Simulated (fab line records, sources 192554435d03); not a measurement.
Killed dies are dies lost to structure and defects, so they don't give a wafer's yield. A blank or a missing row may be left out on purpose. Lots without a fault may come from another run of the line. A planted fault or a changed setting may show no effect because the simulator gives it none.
Chamber matching | flow n5_finfet | N5_GATE_CUT_DESCUM_18 on rie_diel-05: 4 sister chambers
The step chemistry O2, time 7 s. 24 wafers are shown with their chamber, then 12 later ones without.

WAFERS WITH THEIR CHAMBER
wafer  | chamber | showerhead_plenum_p_Torr (Torr) | drypump_motor_current_A (A) | throttle_valve_pct (%)
L075.1 | 0       | 2.17                            | 6.5                         | 20.7
L075.3 | 2       | 2.04                            | 5.8                         | 20.3
L075.5 | 0       | 2.17                            | 6.4                         | 20.7
L083.1 | 3       | 2.08                            | 5.3                         | 20.9
L083.2 | 2       | 2.03                            | 5.8                         | 20.0
L083.3 | 1       | 2.06                            | 5.6                         | 20.3
L084.1 | 3       | 2.08                            | 5.3                         | 20.9
L084.3 | 2       | 2.03                            | 5.8                         | 20.0
L084.6 | 1       | 2.05                            | 5.5                         | 20.3
L086.4 | 2       | 2.03                            | 5.8                         | 20.0
L086.5 | 3       | 2.08                            | 5.3                         | 20.9
L086.6 | 0       | 2.16                            | 6.5                         | 20.7
L087.1 | 0       | 2.16                            | 6.5                         | 20.7
L087.3 | 2       | 2.03                            | 5.7                         | 20.0
L087.5 | 2       | 2.03                            | 5.8                         | 20.0
L088.2 | 1       | 2.05                            | 5.5                         | 20.4
L088.3 | 0       | 2.16                            | 6.5                         | 20.7
L088.6 | 2       | 2.03                            | 5.8                         | 20.0
L089.3 | 0       | 2.16                            | 6.4                         | 20.7
L089.4 | 3       | 2.08                            | 5.3                         | 20.9
L089.6 | 1       | 2.05                            | 5.6                         | 20.3
L090.1 | 2       | 2.03                            | 5.8                         | 20.0
L090.4 | 1       | 2.05                            | 5.5                         | 20.4
L090.6 | 3       | 2.08                            | 5.3                         | 20.9

SIGNATURES (means of the wafers above)
reading                  | chamber 0 | chamber 1 | chamber 2 | chamber 3 | scatter within a chamber
showerhead_plenum_p_Torr | 2.1633    | 2.0520    | 2.0312    | 2.0800    | 0.00388
drypump_motor_current_A  | 6.467     | 5.540     | 5.787     | 5.300     | 0.0413
throttle_valve_pct       | 20.700    | 20.340    | 20.038    | 20.900    | 0.0674
Rule: a wafer's distance from a chamber is the root of the sum, over the readings, of the square of ((its reading less the chamber's mean) divided by the reading's scatter). The wafer belongs to the nearest chamber; if the next one is less than 2 further off, it can't be placed. The scatter: the root of (the sum of the squares of (reading less its chamber's mean) over the shown wafers, divided by (wafers less chambers)).

WAFERS WITHOUT THEIR CHAMBER
wafer  | showerhead_plenum_p_Torr (Torr) | drypump_motor_current_A (A) | throttle_valve_pct (%)
L093.1 | 2.05                            | 5.5                         | 20.4
L093.4 | 2.08                            | 5.3                         | 20.9
L093.5 | 2.05                            | 5.5                         | 20.4
L094.2 | 2.08                            | 5.3                         | 20.9
L094.5 | 2.05                            | 5.5                         | 20.4
L094.6 | 2.16                            | 6.4                         | 20.8
L096.4 | 2.03                            | 5.8                         | 20.0
L096.5 | 2.16                            | 6.4                         | 20.8
L096.6 | 2.05                            | 5.5                         | 20.4
L097.1 | 2.05                            | 5.5                         | 20.4
L097.2 | 2.02                            | 5.8                         | 20.0
L097.5 | 2.16                            | 6.5                         | 20.7

WHICH CHAMBER EACH WENT THROUGH
wafer  | from the rows above | in truth
L093.1 | 1                   | 1
L093.4 | 3                   | 3
L093.5 | 1                   | 1
L094.2 | 3                   | 3
L094.5 | 1                   | 1
L094.6 | 0                   | 0
L096.4 | 2                   | 2
L096.5 | 0                   | 0
L096.6 | 1                   | 1
L097.1 | 1                   | 1
L097.2 | 2                   | 2
L097.5 | 0                   | 0
Placed correctly: 12 of 12. Can't be placed from these rows: 0. Placed wrongly: 0.
